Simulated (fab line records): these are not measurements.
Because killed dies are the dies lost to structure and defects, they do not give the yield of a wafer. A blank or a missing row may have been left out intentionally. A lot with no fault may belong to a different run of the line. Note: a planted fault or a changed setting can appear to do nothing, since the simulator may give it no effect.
fab line records | flow n5-finfet
record: lots: 7 wafers: 39
route steps=1938 shown BEOL_M9@1460 BEOL_M12@1649 BEOL_M13@1694 MIM_TOP_ETCH@1851
start-h: the number of hours between the record's first day and the start of the first shown wafer of the lot | wait-h: hours elapsed since this lot's preceding step | " repeats the value in the row above | L1.1+2: several wafers, shown together as one row | - value missing, or start not given | * or withheld: withheld | < > ~ a bound
route shown NAME@n: names a module that has steps shown in the file, with the first one's number in the route | usual: mean and standard deviation over wafers with no fault | same: alike in all rows | chamber/n: place in a boat | sites: the reading at each site | _std_site: the standard deviation of these | _edge_site: outer sites' mean less inner sites' | radius-mm: how far each site lies from the wafer's centre | mask NAME#n: copy n | behind: the tool/chamber that last shaped the wafer | hold: why the lot went on hold/how many hours it stayed there/how the hold came to an end | device: the transistor (n, p or np) that didn't switch | end of line: tests of these same wafers at the route's end | step lacking rows: just its recipe | killed: at the first sort, the dies lost to defects and structure; wafer yield is something else | map: shows each die of a wafer: x if killed, . if not, _ if none is there
set.NAME: the setting that was run; set.NAME@STEP: the one run at that earlier step | model.NAME: the simulator's own value behind a step, which no gauge read
lots where settings were altered on purpose, with a table for each step and a row for each wafer
== steps ==
step: N5_BEOL_M9_CVD_78
recipe: material: Co target-thk-a: 20 temp-c: withheld precursor: CCTBA/H2 pressure-torr: 30 time-s: 138.9
columns lot.wafer tool chamber start-h wait-h set.target-thk-a model.Co_of_BEOL_M9_CVD_78.thk-nm
L076.1 cvd-co-02 1 212.92 0.0 8.281 1
L076.2+6 " 2 " " 20 1.8
L076.3 " 0 " " 20 2
L076.4+5 " 1,0 " " 8.281 0.8
L075.1+4 cvd-co-02 0 224.53 0.2 20 2
L075.2 " 2 " " 20 1.8
L075.3 " 1 " " 32 3.2
L075.5 " 1 " " 32 3.4
L075.6 " 2 " " 32 3
L078.1 cvd-co-02 0 244.32 0.0 20 2
L078.2 " 2 " " 20 1.8
L078.3+4 " 1,0 " " 30.58 3.2
L078.5 " 2 " " 30.58 3
L078.6 " 1 " " 20 2.2
L081.1+6 cvd-co-02 2 247.69 0.0 28.97 2.8
L081.2+3 " 0,1 " " 20 2
L081.4 " 1 " " 20 2.2
L081.5 " 0 " " 28.97 3
L079.1+3+4+6 cvd-co-02 0,1,1,0 250.37 0.1 20 2
L079.2+5 " 2 " " 20 1.8
L084.1+6 cvd-co-01 0 275.41 0.0 20 2
L084.5 " 2 " " 20 2.2
L095.1+2 cvd-co-01 0,2 338.16 0.0 13.69 1.4
L095.3 " 1 " " 20 1.6
L095.4 " 0 " " 20 2
L095.5 " 2 " " 20 2.2
L095.6 " 1 " " 13.69 1
step: N5_BEOL_M12_SPUTTER_44
recipe: material: Ta target-thk-a: 100 temp-c: 50 bias-v: 80 power-w: 15000 chamber-pressure-pa: 0.07 time-s: 16.13
columns lot.wafer tool chamber start-h wait-h set.time-s model.Ta_of_BEOL_M12_SPUTTER_44.thk-nm
L076.1+2+4 pvd-sputter-03 - 236.32 0.0 10.6 6.8
L076.3+6 " - " " 16.13 10.4
L076.5 " - " " 16.13 10.2
L075.1 pvd-sputter-02 - 245.37 0.0 11.28 6.8
L075.2+5 " - " " 11.28 7.2
L075.3+4 " - " " 16.13 10
L075.6 " - " " 16.13 9.8
L078.1+5 pvd-sputter-02 - 266.18 0.0 16.13 9.8
L078.2 " - " " 7.04 4.2
L078.3 " - " " 16.13 9.6
L078.4+6 " - " " 7.04 4
L081.1+2 pvd-sputter-03 - 266.50 0.0 6.726 4.4
L081.3 " - " " 16.13 9.8
L081.4 " - " " 16.13 10.2
L081.5 " - " " 6.726 4.6
L081.6 " - " " 16.13 10
L079.1+2+3+4+6 pvd-sputter-03 - 274.61 0.0 16.13 10.2
L079.5 " - " " 16.13 10.4
L084.1 pvd-sputter-02 - 295.26 0.0 16.13 10
L084.5+6 " - " " 16.13 9.6
L095.1+4 pvd-sputter-01 - 359.16 0.0 13.09 8
L095.2+5+6 " - " " 16.13 9.8
L095.3 " - " " 13.09 7.8
step: N5_BEOL_M12_SPUTTER_45
recipe: material: Cu target-thk-a: 800 temp-c: -20 bias-v: 60 power-w: 26000 chamber-pressure-pa: 0.13 time-s: 13.33
step: N5_BEOL_M12_ECD_47
recipe: material: Cu target-thk-a: 7200
step: N5_BEOL_M12_ANNEAL_48
recipe: temp-c: 225 time-s: 90 ambient: N2
step: N5_BEOL_M12_CMP_49
recipe: stop-on: SiOC t-overpolish-s: 20.6 down-force-psi: 1 platen-rpm: 50 clearing-platen-down-force-psi: 1.5 clearing-platen-rpm: 50 post-cmp-clean: cu-alkaline target-thk-nm: 320 clearing-platen-pad-velocity-m-s: 0.99484 pad-velocity-m-s: 0.99484
usual: barrier-field-endpoint-s: 30.4/1.1
columns lot.wafer tool chamber start-h wait-h set.time-s@BEOL_M12_SPUTTER_44 barrier-field-endpoint-s
L076.2 cmp-03 3 236.96 0.2 10.6 26.6
L076.3 " 0 " " 16.13 30.0
L076.4 " 1 " " 10.6 26.5
L076.1 " 2 " " 10.6 26.4
L076.5 " 3 " " 16.13 30.6
L076.6 " 0 " " 16.13 30.3
L075.3 cmp-03 3 246.01 0.2 16.13 29.7
L075.4 " 0 " " 16.13 29.0
L075.2 " 1 " " 11.28 26.5
L075.1 " 2 " " 11.28 25.6
L075.6 " 3 " " 16.13 30.9
L075.5 " 0 " " 11.28 26.1
L078.2 cmp-02 1 268.23 0.2 7.04 25.0
L078.3 " 2 " " 16.13 31.3
L078.4 " 3 " " 7.04 21.5
L078.1 " 0 " " 16.13 30.1
L078.6 " 1 " " 7.04 24.8
L078.5 " 2 " " 16.13 31.0
L081.3 cmp-04 3 268.33 0.2 16.13 30.0
L081.1 " 0 " " 6.726 23.0
L081.2 " 1 " " 6.726 23.2
L081.4 " 2 " " 16.13 30.1
L081.5 " 3 " " 6.726 23.6
L081.6 " 0 " " 16.13 29.3
L079.4 cmp-03 2 275.58 0.2 16.13 31.4
L079.3 " 3 " " 16.13 30.6
L079.2 " 0 " " 16.13 30.1
L079.1 " 1 " " 16.13 31.4
L079.6 " 2 " " 16.13 30.1
L079.5 " 3 " " 16.13 31.9
L084.1 cmp-03 1 295.90 0.3 16.13 31.5
L084.6 " 1 " " 16.13 30.1
L084.5 " 2 " " 16.13 29.4
L095.3 cmp-02 0 360.22 0.2 13.09 27.2
L095.2 " 1 " " 16.13 32.7
L095.4 " 2 " " 13.09 27.6
L095.1 " 3 " " 13.09 26.4
L095.5 " 0 " " 16.13 29.4
L095.6 " 1 " " 16.13 31.2
step: N5_BEOL_M13_ETCH_68
recipe: chemistry: N2/H2 target: SOC mask-material: SiARC source-w: 3000 bias-w: 350 temp-c: 40 time-s: 355 ion-energy-ev: 200 pressure-mtorr: 30 n2-flow-sccm: 200 h2-flow-sccm: 200
columns lot.wafer tool chamber start-h wait-h set.time-s model.SiARC_of_BEOL_M13_COAT_66.thk-nm
L076.1 rie-diel-02 0 239.65 0.1 355 75.4
L076.2 " 3 " " 355 76.2
L076.3 " 1 " " 355 78
L076.4 " 2 " " 355 76.6
L076.5+6 " 0,3 " " 355 76
L075.1+2 rie-diel-03 1,0 248.41 0.1 355 77.8
L075.3 " 2 " " 355 77.4
L075.4 " 3 " " 355 78
L075.5 " 3 " " 355 78.2
L075.6 " 2 " " 355 77.6
L078.1+5 rie-diel-03 3 270.39 0.1 355 77.8
L078.2+3+4 " 1,0,2 " " 355 77.6
L078.6 " 0 " " 355 78.2
L081.1 rie-diel-01 2 270.83 0.1 355 77
L081.2 " 0 " " 355 76.8
L081.3 " 1 " " 355 77.4
L081.4+5 " 2,0 " " 232 88.6
L081.6 " 1 " " 232 88.4
L079.1 rie-diel-03 3 277.94 0.1 355 78
L079.2 " 1 " " 294.3 82.8
L079.3 " 2 " " 355 77.8
L079.4 " 0 " " 294.3 83
L079.5 " 3 " " 294.3 83.4
L079.6 " 0 " " 355 77.4
L084.1 rie-diel-02 2 299.35 0.1 355 76.8
L084.5 " 1 " " 355 78.6
L084.6 " 0 " " 355 76
L095.1 rie-diel-03 3 362.64 0.1 355 77.8
L095.2+6 " 1,0 " " 355 77.6
L095.3+4 " 0,2 " " 355 78
L095.5 " 3 " " 355 77.4
step: N5_MIM_TOP_ETCH_ETCH_00
recipe: chemistry: Cl2/BCl3 target: TiN target-depth-a: 385 ion-energy-ev: 150 pressure-mtorr: 10 icp-w: 1000 bias-w: 126 Cl2_flow_sccm: 53.25 bcl3-flow-sccm: 21.75 Ar_flow_sccm: 25
columns lot.wafer tool chamber start-h wait-h set.target-depth-a model.etch.depth-nm model.MIM_TOP_ETCH.feature-depth-nm
L076.1 rie-metal-01 1 258.00 0.1 385 39.09 39
L076.2 " 0 " " 385 38.78 38.8
L076.3 " 1 " " 385 39.2 39.2
L076.4 " 0 " " 385 38.68 38.6
L076.5 " 1 " " 385 39.56 39.6
L076.6 " 0 " " 385 38.46 38.4
L075.1 rie-metal-02 0 274.94 0.1 385 36.76 36.8
L075.2 " 1 " " 264.1 24.8 24.8
L075.3 " 0 " " 385 36.9 37
L075.4 " 1 " " 264.1 25.05 25
L075.5 " 1 " " 264.1 24.86 24.8
L075.6 " 0 " " 385 36.61 36.6
L081.1 rie-metal-03 0 293.83 0.1 514.9 50.54 50.6
L081.2 " 0 " " 385 37.74 37.8
L081.3 " 0 " " 514.9 50.61 50.6
L081.4 " 0 " " 385 37.75 37.8
L081.5 " 0 " " 385 37.86 37.8
L081.6 " 0 " " 514.9 50.34 50.4
L078.1 rie-metal-02 1 295.53 0.1 385 36.45 36.4
L078.2 " 0 " " 385 36.7 36.6
L078.3 " 1 " " 385 36.34 36.4
L078.4 " 0 " " 385 37.1 37
L078.5 " 1 " " 385 36.16 36.2
L078.6 " 0 " " 385 37.05 37
L079.1 rie-metal-03 0 299.60 0.1 290.7 28.88 28.8
L079.2 " 0 " " 385 38.16 38.2
L079.3 " 0 " " 385 38.13 38.2
L079.4 " 0 " " 385 37.97 38
L079.5 " 0 " " 290.7 28.83 28.8
L079.6 " 0 " " 290.7 28.69 28.6
L084.1 rie-metal-02 0 322.00 0.1 385 36.81 36.8
L084.5 " 0 " " 385 37.06 37
L084.6 " 1 " " 385 36.22 36.2
L095.1 rie-metal-01 0 385.82 0.1 385 38.04 38
L095.2 " 1 " " 587.1 59.57 59.6
L095.3 " 0 " " 385 38.67 38.6
L095.4 " 1 " " 587.1 59.82 59.8
L095.5 " 0 " " 587.1 58.77 58.8
L095.6 " 1 " " 385 38.78 38.8
== key ==
split: step: N5_BEOL_M9_CVD_78 setting: target-thk-a stated: 20 by: wafer
response: step: N5_BEOL_M9_CVD_78 reading: model.Co_of_BEOL_M9_CVD_78.thk-nm change: +0.0196 per: 1% r: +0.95
split: step: N5_BEOL_M12_SPUTTER_44 setting: time-s stated: 16.13 by: wafer
response: step: N5_BEOL_M12_SPUTTER_44 reading: model.Ta_of_BEOL_M12_SPUTTER_44.thk-nm change: +0.0982 per: 1% r: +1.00
response: step: N5_BEOL_M12_CMP_49 reading: barrier-field-endpoint-s change: +0.122 per: 1% r: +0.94
split: step: N5_BEOL_M13_ETCH_68 setting: time-s stated: 355 by: wafer
response: step: N5_BEOL_M13_ETCH_68 reading: model.SiARC_of_BEOL_M13_COAT_66.thk-nm change: -0.327 per: 1% r: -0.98
split: step: N5_MIM_TOP_ETCH_ETCH_00 setting: target-depth-a stated: 385 by: wafer
response: step: N5_MIM_TOP_ETCH_ETCH_00 reading: model.etch.depth-nm change: +0.388 per: 1% r: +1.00
response: step: N5_MIM_TOP_ETCH_ETCH_00 reading: model.MIM_TOP_ETCH.feature-depth-nm change: +0.389 per: 1% r: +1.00
